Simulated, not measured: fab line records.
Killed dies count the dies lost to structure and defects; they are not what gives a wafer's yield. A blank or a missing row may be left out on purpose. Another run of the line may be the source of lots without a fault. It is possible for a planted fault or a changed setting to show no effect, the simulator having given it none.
Which of the tools did it? + flow n5_finfet + 22 lots with 66 wafers sampled at 5 steps, on a route of 1938 steps

## WHAT EACH GAUGE READ, for each wafer
N5_BEOL_M9_CD_MEAS_35: target cd 70 nm, target cd y 40 nm.
| lot  | measured     | on        | cd_nm (nm)     |
|------|--------------|-----------|----------------|
| L075 | day 11 09:45 | cd_sem-01 | 70.7 70.3 70.1 |
| L077 | day 11 12:58 | cd_sem-01 | 69.2 71.0 70.1 |
| L078 | day 12 04:45 | cd_sem-01 | 71.2 70.9 70.3 |
| L076 | day 12 04:43 | cd_sem-02 | 68.7 68.6 68.5 |
| L079 | day 12 10:19 | cd_sem-03 | 71.0 69.7 70.0 |
| L080 | day 12 12:25 | cd_sem-02 | 70.0 69.5 69.8 |
| L081 | day 12 21:52 | cd_sem-02 | 70.1 70.0 70.4 |
| L082 | day 13 07:55 | cd_sem-02 | 70.6 70.7 70.3 |
| L083 | day 13 10:19 | cd_sem-02 | 70.7 70.1 70.3 |
| L086 | day 13 18:25 | cd_sem-03 | 70.0 69.8 69.9 |
| L085 | day 14 05:05 | cd_sem-02 | 70.2 70.2 70.3 |
| L087 | day 14 06:59 | cd_sem-03 | 69.3 69.3 68.8 |
| L088 | day 14 13:23 | cd_sem-01 | 70.8 70.4 70.9 |
| L089 | day 14 16:09 | cd_sem-01 | 69.6 69.4 69.3 |
| L090 | day 15 02:14 | cd_sem-02 | 69.7 69.3 70.2 |
| L091 | day 15 10:57 | cd_sem-02 | 69.3 70.1 69.4 |
| L092 | day 15 11:43 | cd_sem-02 | 69.1 70.1 70.0 |
| L093 | day 15 16:42 | cd_sem-03 | 70.8 70.3 69.6 |
| L094 | day 15 17:27 | cd_sem-01 | 70.3 71.0 71.2 |
| L095 | day 16 08:20 | cd_sem-03 | 69.6 70.6 70.5 |
| L096 | day 16 19:49 | cd_sem-02 | 70.2 69.6 69.8 |
| L097 | day 17 03:46 | cd_sem-03 | 70.4 69.9 70.2 |

N5_BEOL_M10_CD_MEAS_28: the cd target is 70 nm.
| lot  | measured     | on        | cd_nm (nm)     |
|------|--------------|-----------|----------------|
| L075 | day 11 16:05 | cd_sem-03 | 69.0 69.2 69.5 |
| L077 | day 11 21:32 | cd_sem-01 | 69.7 68.7 69.0 |
| L078 | day 12 12:29 | cd_sem-03 | 70.7 69.6 69.8 |
| L076 | day 12 11:59 | cd_sem-03 | 69.2 69.8 69.7 |
| L079 | day 12 21:00 | cd_sem-02 | 70.4 68.7 68.6 |
| L080 | day 12 21:11 | cd_sem-02 | 68.6 69.2 70.7 |
| L081 | day 13 07:12 | cd_sem-02 | 69.4 70.1 70.8 |
| L082 | day 13 17:19 | cd_sem-01 | 71.6 70.8 72.1 |
| L083 | day 13 19:02 | cd_sem-02 | 70.3 70.4 70.6 |
| L086 | day 14 03:53 | cd_sem-01 | 70.0 70.1 71.0 |
| L085 | day 14 12:30 | cd_sem-01 | 69.8 69.4 70.1 |
| L087 | day 14 15:41 | cd_sem-02 | 70.9 70.6 70.7 |
| L088 | day 14 22:05 | cd_sem-02 | 69.9 69.9 69.6 |
| L089 | day 14 22:48 | cd_sem-02 | 69.5 68.8 69.5 |
| L090 | day 15 07:35 | cd_sem-01 | 71.1 70.6 69.4 |
| L091 | day 15 20:14 | cd_sem-02 | 68.9 68.7 69.5 |
| L092 | day 15 20:25 | cd_sem-01 | 70.5 69.9 69.8 |
| L093 | day 16 01:58 | cd_sem-01 | 69.7 71.1 69.1 |
| L094 | day 16 07:31 | cd_sem-03 | 69.8 70.3 70.1 |
| L095 | day 16 15:04 | cd_sem-02 | 70.4 70.2 70.2 |
| L096 | day 17 05:26 | cd_sem-01 | 70.1 70.6 70.2 |
| L097 | day 17 14:49 | cd_sem-03 | 70.8 70.9 70.7 |

## WHICH TOOL RAN EACH LOT (tool, then ch and the chambers of the sampled wafers, then the start)
| lot  | N5_BEOL_M9_ETCH_61                 | N5_BEOL_M9_ETCH_66                 | N5_BEOL_M10_ETCH_62                |
|------|------------------------------------|------------------------------------|------------------------------------|
| L075 | rie_diel-04 ch 0,2,3, day 11 05:10 | rie_diel-04 ch 1,3, day 11 09:12   | rie_diel-03 ch 1,3, day 11 14:59   |
| L077 | rie_diel-01 ch 1,3, day 11 10:43   | rie_diel-06 ch 0,1,2, day 11 12:25 | rie_diel-03 ch 1,2, day 11 18:48   |
| L078 | rie_diel-01 ch 0,1,2, day 12 02:31 | rie_diel-06 ch 0,3, day 12 04:13   | rie_diel-02 ch 2,3, day 12 11:41   |
| L076 | rie_diel-04 ch 0,1,2, day 12 02:38 | rie_diel-01 ch 0,1,2, day 12 04:11 | rie_diel-03 ch 0,1, day 12 11:07   |
| L079 | rie_diel-01 ch 0,1,2, day 12 04:34 | rie_diel-01 ch 0,1,2, day 12 09:47 | rie_diel-02 ch 0,2,3, day 12 16:50 |
| L080 | rie_diel-01 ch 0,3, day 12 10:40   | rie_diel-01 ch 2,3, day 12 11:47   | rie_diel-05 ch 0,3, day 12 18:22   |
| L081 | rie_diel-01 ch 0,1,2, day 12 16:51 | rie_diel-01 ch 0,2,3, day 12 21:20 | rie_diel-05 ch 2,3, day 13 04:26   |
| L082 | rie_diel-04 ch 0,1,2, day 13 05:21 | rie_diel-01 ch 0,1,3, day 13 07:23 | rie_diel-05 ch 0,1,3, day 13 14:00 |
| L083 | rie_diel-04 ch 1,2, day 13 08:17   | rie_diel-04 ch 0,1, day 13 09:47   | rie_diel-05 ch 0,3, day 13 18:07   |
| L086 | rie_diel-06 ch 0,1,2, day 13 14:33 | rie_diel-04 ch 0,2,3, day 13 17:53 | rie_diel-05 ch 1,2,3, day 14 00:31 |
| L085 | rie_diel-01 ch 1,3, day 14 02:02   | rie_diel-01 ch 0,1,3, day 14 04:34 | rie_diel-03 ch 1,2,3, day 14 11:50 |
| L087 | rie_diel-04 ch 0,2,3, day 14 05:08 | rie_diel-01 ch 0,1,2, day 14 06:27 | rie_diel-02 ch 0,1,2, day 14 12:16 |
| L088 | rie_diel-04 ch 1,2, day 14 11:39   | rie_diel-01 ch 1,2, day 14 12:51   | rie_diel-02 ch 1,3, day 14 21:16   |
| L089 | rie_diel-01 ch 1,2,3, day 14 12:05 | rie_diel-06 ch 1,2,3, day 14 15:37 | rie_diel-02 ch 0,1,2, day 14 21:52 |
| L090 | rie_diel-04 ch 0,2,3, day 14 23:47 | rie_diel-01 ch 0,2,3, day 15 01:43 | rie_diel-02 ch 0,1,2, day 15 06:55 |
| L091 | rie_diel-04 ch 0,1,2, day 15 09:02 | rie_diel-06 ch 0,2, day 15 10:25   | rie_diel-02 ch 0,2,3, day 15 15:59 |
| L092 | rie_diel-06 ch 0,1,2, day 15 09:25 | rie_diel-06 ch 1,2, day 15 11:11   | rie_diel-05 ch 1,3, day 15 17:13   |
| L093 | rie_diel-06 ch 0,2, day 15 15:15   | rie_diel-06 ch 1,2, day 15 16:10   | rie_diel-03 ch 0,2, day 15 23:14   |
| L094 | rie_diel-01 ch 0,1,2, day 15 15:40 | rie_diel-06 ch 0,1,2, day 15 16:55 | rie_diel-02 ch 0,1, day 16 03:32   |
| L095 | rie_diel-06 ch 0,3, day 16 03:33   | rie_diel-04 ch 0,1,2, day 16 07:48 | rie_diel-05 ch 0,2, day 16 13:36   |
| L096 | rie_diel-04 ch 0,1,2, day 16 16:30 | rie_diel-06 ch 0,1,3, day 16 19:17 | rie_diel-05 ch 0,2,3, day 17 02:37 |
| L097 | rie_diel-01 ch 0,1,2, day 17 02:17 | rie_diel-04 ch 1,2,3, day 17 03:13 | rie_diel-03 ch 0,2, day 17 10:25   |
- N5_BEOL_M9_ETCH_61: etches SiARC in CF4, target depth 39 nm, time 65 s.
- N5_BEOL_M9_ETCH_66: etches SOC in N2/H2, target depth 80 nm, overetch 16 nm, time 120 s.
- N5_BEOL_M10_ETCH_62: etches SOC in N2/H2, target depth 110 nm, overetch 22 nm, time 165 s.

## WHAT THE TOOLS THEMSELVES READ (means of the sampled wafers that have a number; where no wafer has one, the mark that the record gives instead)
N5_BEOL_M9_ETCH_61.
| lot  | tool        | drypump_motor_current_A (A) | etch_rf_on_time_s (s) | oes_product_au (a.u.) | rf_vpp_V (V) | showerhead_plenum_p_Torr (Torr) | throttle_valve_pct (%) |
|------|-------------|-----------------------------|-----------------------|-----------------------|--------------|---------------------------------|------------------------|
| L075 | rie_diel-04 | 5.8                         | 65.2                  | 0.72                  | 184.6        | 2.17                            | 15.52                  |
| L077 | rie_diel-01 | 5.9                         | 63.6                  | 0.73                  | 183.4        | 2.13                            | 15.34                  |
| L078 | rie_diel-01 | 5.7                         | 65.0                  | 0.66                  | 183.9        | 2.13                            | 15.57                  |
| L076 | rie_diel-04 | 5.8                         | 64.2                  | 0.68                  | 184.8        | 2.18                            | 15.65                  |
| L079 | rie_diel-01 | 5.7                         | 64.8                  | 0.67                  | 183.4        | 2.13                            | 15.57                  |
| L080 | rie_diel-01 | 5.4                         | 64.2                  | 0.71                  | 183.4        | 2.14                            | 15.42                  |
| L081 | rie_diel-01 | 5.7                         | 65.1                  | 0.66                  | 183.4        | 2.12                            | 15.59                  |
| L082 | rie_diel-04 | 5.8                         | 64.6                  | 0.68                  | 184.8        | 2.18                            | 15.65                  |
| L083 | rie_diel-04 | 6.1                         | 66.6                  | 0.62                  | 184.0        | 2.12                            | 15.80                  |
| L086 | rie_diel-06 | 6.0                         | 64.7                  | 0.69                  | 184.1        | 2.16                            | 15.58                  |
| L085 | rie_diel-01 | 5.9                         | 64.0                  | 0.70                  | 183.0        | 2.12                            | 15.38                  |
| L087 | rie_diel-04 | 5.8                         | 65.3                  | 0.70                  | 184.6        | 2.16                            | 15.56                  |
| L088 | rie_diel-04 | 6.0                         | 64.4                  | 0.62                  | 184.4        | 2.17                            | 15.80                  |
| L089 | rie_diel-01 | 5.7                         | 65.2                  | 0.66                  | 182.9        | 2.10                            | 15.53                  |
| L090 | rie_diel-04 | 5.8                         | 65.4                  | 0.69                  | 183.7        | 2.16                            | 15.57                  |
| L091 | rie_diel-04 | 5.8                         | 64.5                  | 0.66                  | 184.2        | 2.18                            | 15.69                  |
| L092 | rie_diel-06 | 5.9                         | 64.7                  | 0.68                  | 184.2        | 2.15                            | 15.61                  |
| L093 | rie_diel-06 | 6.5                         | 64.2                  | 0.72                  | 185.3        | 2.17                            | 15.59                  |
| L094 | rie_diel-01 | 5.7                         | 64.8                  | 0.65                  | 183.9        | 2.12                            | 15.63                  |
| L095 | rie_diel-06 | 5.5                         | 64.2                  | 0.79                  | 184.5        | 2.24                            | 15.52                  |
| L096 | rie_diel-04 | 5.8                         | 65.1                  | 0.66                  | 184.6        | 2.17                            | 15.70                  |
| L097 | rie_diel-01 | 5.7                         | 65.0                  | 0.64                  | 183.0        | 2.11                            | 15.65                  |

N5_BEOL_M9_ETCH_66.
| lot  | tool        | drypump_motor_current_A (A) | oes_product_au (a.u.) | rf_vpp_V (V) | showerhead_plenum_p_Torr (Torr) | throttle_valve_pct (%) |
|------|-------------|-----------------------------|-----------------------|--------------|---------------------------------|------------------------|
| L075 | rie_diel-04 | 5.9                         | 0.64                  | 524.9        | 2.60                            | 17.73                  |
| L077 | rie_diel-06 | 5.9                         | 0.63                  | 524.7        | 2.56                            | 17.79                  |
| L078 | rie_diel-06 | 5.9                         | 0.62                  | 523.7        | 2.53                            | 17.86                  |
| L076 | rie_diel-01 | 5.7                         | 0.60                  | 523.8        | 2.52                            | 17.80                  |
| L079 | rie_diel-01 | 5.7                         | 0.60                  | 522.8        | 2.52                            | 17.80                  |
| L080 | rie_diel-01 | 5.2                         | 0.63                  | 522.4        | 2.46                            | 17.59                  |
| L081 | rie_diel-01 | 5.2                         | 0.61                  | 522.4        | 2.49                            | 17.68                  |
| L082 | rie_diel-01 | 5.9                         | 0.62                  | 523.8        | 2.54                            | 17.66                  |
| L083 | rie_diel-04 | 5.6                         | 0.64                  | 527.0        | 2.68                            | 17.72                  |
| L086 | rie_diel-04 | 5.8                         | 0.63                  | 523.9        | 2.57                            | 17.79                  |
| L085 | rie_diel-01 | 5.9                         | 0.61                  | 523.5        | 2.53                            | 17.67                  |
| L087 | rie_diel-01 | 5.7                         | 0.59                  | 521.9        | 2.51                            | 17.81                  |
| L088 | rie_diel-01 | 6.2                         | 0.58                  | 522.7        | 2.51                            | 17.86                  |
| L089 | rie_diel-06 | 5.5                         | 0.58                  | 522.8        | 2.49                            | 18.03                  |
| L090 | rie_diel-01 | 5.3                         | 0.60                  | 521.6        | 2.48                            | 17.71                  |
| L091 | rie_diel-06 | 6.5                         | 0.64                  | 524.9        | 2.58                            | 17.85                  |
| L092 | rie_diel-06 | 5.5                         | 0.57                  | 523.8        | 2.53                            | 17.92                  |
| L093 | rie_diel-06 | 5.5                         | 0.57                  | 522.9        | 2.53                            | 17.92                  |
| L094 | rie_diel-06 | 6.0                         | 0.60                  | 524.4        | 2.55                            | 17.85                  |
| L095 | rie_diel-04 | 5.8                         | 0.59                  | 525.1        | 2.58                            | 17.93                  |
| L096 | rie_diel-06 | 5.4                         | 0.69                  | 524.6        | 2.59                            | 17.69                  |
| L097 | rie_diel-04 | 6.0                         | 0.58                  | 523.3        | 2.54                            | 17.95                  |

N5_BEOL_M10_ETCH_62.
| lot  | tool        | drypump_motor_current_A (A) | oes_product_au (a.u.) | rf_vpp_V (V) | showerhead_plenum_p_Torr (Torr) | throttle_valve_pct (%) |
|------|-------------|-----------------------------|-----------------------|--------------|---------------------------------|------------------------|
| L075 | rie_diel-03 | 6.5                         | 0.62                  | 525.8        | 2.59                            | 17.65                  |
| L077 | rie_diel-03 | 6.1                         | 0.68                  | 527.3        | 2.68                            | 17.90                  |
| L078 | rie_diel-02 | 6.0                         | 0.73                  | 528.2        | 2.69                            | 17.83                  |
| L076 | rie_diel-03 | 6.5                         | 0.69                  | 525.5        | 2.60                            | 17.55                  |
| L079 | rie_diel-02 | 6.0                         | 0.67                  | 526.9        | 2.66                            | 17.89                  |
| L080 | rie_diel-05 | 6.2                         | 0.60                  | 525.7        | 2.62                            | 18.03                  |
| L081 | rie_diel-05 | 6.2                         | 0.65                  | 525.5        | 2.60                            | 17.75                  |
| L082 | rie_diel-05 | 5.7                         | 0.63                  | 523.4        | 2.57                            | 17.88                  |
| L083 | rie_diel-05 | 6.2                         | 0.59                  | 525.7        | 2.62                            | 18.04                  |
| L086 | rie_diel-05 | 5.7                         | 0.68                  | 523.9        | 2.55                            | 17.62                  |
| L085 | rie_diel-03 | 6.2                         | 0.63                  | 525.5        | 2.61                            | 17.88                  |
| L087 | rie_diel-02 | 5.8                         | 0.67                  | 525.4        | 2.60                            | 17.86                  |
| L088 | rie_diel-02 | 5.3                         | 0.67                  | 523.6        | 2.53                            | 17.97                  |
| L089 | rie_diel-02 | 5.8                         | 0.67                  | 524.1        | 2.59                            | 17.85                  |
| L090 | rie_diel-02 | 5.8                         | 0.67                  | 525.2        | 2.59                            | 17.87                  |
| L091 | rie_diel-02 | 6.0                         | 0.65                  | 526.2        | 2.65                            | 17.93                  |
| L092 | rie_diel-05 | 5.4                         | 0.65                  | 523.7        | 2.50                            | 17.71                  |
| L093 | rie_diel-03 | 6.0                         | 0.68                  | 526.4        | 2.64                            | 17.98                  |
| L094 | rie_diel-02 | 5.4                         | 0.65                  | 522.6        | 2.51                            | 17.92                  |
| L095 | rie_diel-05 | 5.8                         | 0.68                  | 525.4        | 2.61                            | 17.61                  |
| L096 | rie_diel-05 | 6.0                         | 0.71                  | 525.6        | 2.61                            | 17.71                  |
| L097 | rie_diel-03 | 6.2                         | 0.67                  | 525.8        | 2.60                            | 17.83                  |

## THE ANSWER, worked out from the rows above alone
Rule: the lots themselves supply what counts as usual. Put in order of their means at a reading, lots are off if they are a third of the lots or fewer, leave a main group of 4 or more, and stand apart from it by a gap of 3 or more times the standard deviation of the main group's means; of several such gaps the widest counts. A main group whose means are all the same, to the digits that the tables above print for the reading, isn't used. A lot without any number at a reading at which 4 lots or more have one is off too. Where the step has rows for the other lots, those lots are counted as sound. First the gauges in route order, then the tools' own readings, where a lot's mean is used as printed above. At the first step where some lot is off, the reading lying furthest off is the one used; lots without a number count as furthest.
Across all readings shown, no lot is off: no conclusion can be drawn from this.

## WHAT THE SIMULATOR PUT IN
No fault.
